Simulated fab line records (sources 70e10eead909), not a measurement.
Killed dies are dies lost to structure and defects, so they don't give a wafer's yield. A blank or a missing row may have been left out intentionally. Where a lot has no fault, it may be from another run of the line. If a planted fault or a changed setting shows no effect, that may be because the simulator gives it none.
Comparing a struck lot with a sound one    flow nand_harc    13 out of 1302 route steps
Sound: these wafers, L861.3, L861.4, L861.6. Struck: wafers L867.1, L867.4, L867.6. The cause is given at the end.
For every step that has rows: the tool of each side, followed by ch and its chambers, followed by its first start. Under that, the readings that differ: sound wafers    struck wafers    difference of the means    sigmas: that difference in standard deviations of wafers without a fault.
alike: a reading whose means differ by less than 2 such deviations, as well as words and numbers matching on both sides. not compared: withheld readings; readings where some wafer has no value; bounds like >300 that might hide an equal value; numbers whose values overlap and for which the record gives no deviation.
The two part at a step that has a row with sigmas, a row that says differs or no value, or rows on one side only. Numbers that have no deviation but don't overlap get no sigmas and don't part them. A reading missing from all wafers of one side parts the sides only when that side holds two or more wafers.

NHARC_A_STAIRCASE_TRIM_202: chemistry O2, time 211.2 s.
  sound: rie_diel-02 ch 0,1,3; struck: rie_diel-02 ch 1,3
  alike: drypump_motor_current_A, oes_product_au, rf_vpp_V, showerhead_plenum_p_Torr, throttle_valve_pct
  not compared: rf_hours_counter_h
NHARC_A_STAIRCASE_ETCH_203: etches the open film in C4F8/O2, target depth 100 nm, time 40.5 s.
  sound: rie_diel-02 ch 0,1; struck: rie_diel-02 ch 0,3
  alike: oes_product_au, rf_vpp_V
  not compared: rf_hours_counter_h
NHARC_A_STAIRCASE_STRIP_205: strips in O2.
  sound on plasma_asher-02 ch 0,1, day 17 03:26; struck on plasma_asher-01 ch 1, day 19 17:49
reading                      sound        struck       difference  sigmas
drypump_motor_current_A (A)  6.3 6.2 6.2  4.7 4.7 4.7  -1.5        -2
  alike: heater_power_w
  not compared: rf_hours_counter_h
then, 8 steps without rows for these wafers: NHARC_A_STAIRCASE_STRIP_206 (strips in SPM, time 900 s); NHARC_A_STAIRCASE_PRECLEAN_207 (cleans in SC1); NHARC_A_STAIRCASE_SRD_208; NHARC_A_STAIRCASE_DEHYDRATE_209 (time 120 s); NHARC_A_STAIRCASE_HMDS_210 (time 30 s); NHARC_A_STAIRCASE_COAT_211; NHARC_A_STAIRCASE_SOFTBAKE_212 (time 170 s); NHARC_A_STAIRCASE_EBR_213.
NHARC_A_STAIRCASE_EXPOSE_214: exposes mask STAIR 3.
  sound on krf_scanner-03 ch 0, day 17 04:29; struck on krf_scanner-01, day 19 18:54
  no value came back on the struck wafers for exposure_dose_mJ_cm2, focus_offset_nm (nm), na; on the sound wafers exposure_dose_mJ_cm2 reads 31.268 31.262 31.223
  alike: mask
then, 1 step without rows for these wafers: NHARC_A_STAIRCASE_PEB_215 (peb time 130 s).

WHERE THEY PART
Earliest at NHARC_A_STAIRCASE_STRIP_205; latest, in this record, at NHARC_A_STAIRCASE_EXPOSE_214.

WHY: what had been put in by the simulator
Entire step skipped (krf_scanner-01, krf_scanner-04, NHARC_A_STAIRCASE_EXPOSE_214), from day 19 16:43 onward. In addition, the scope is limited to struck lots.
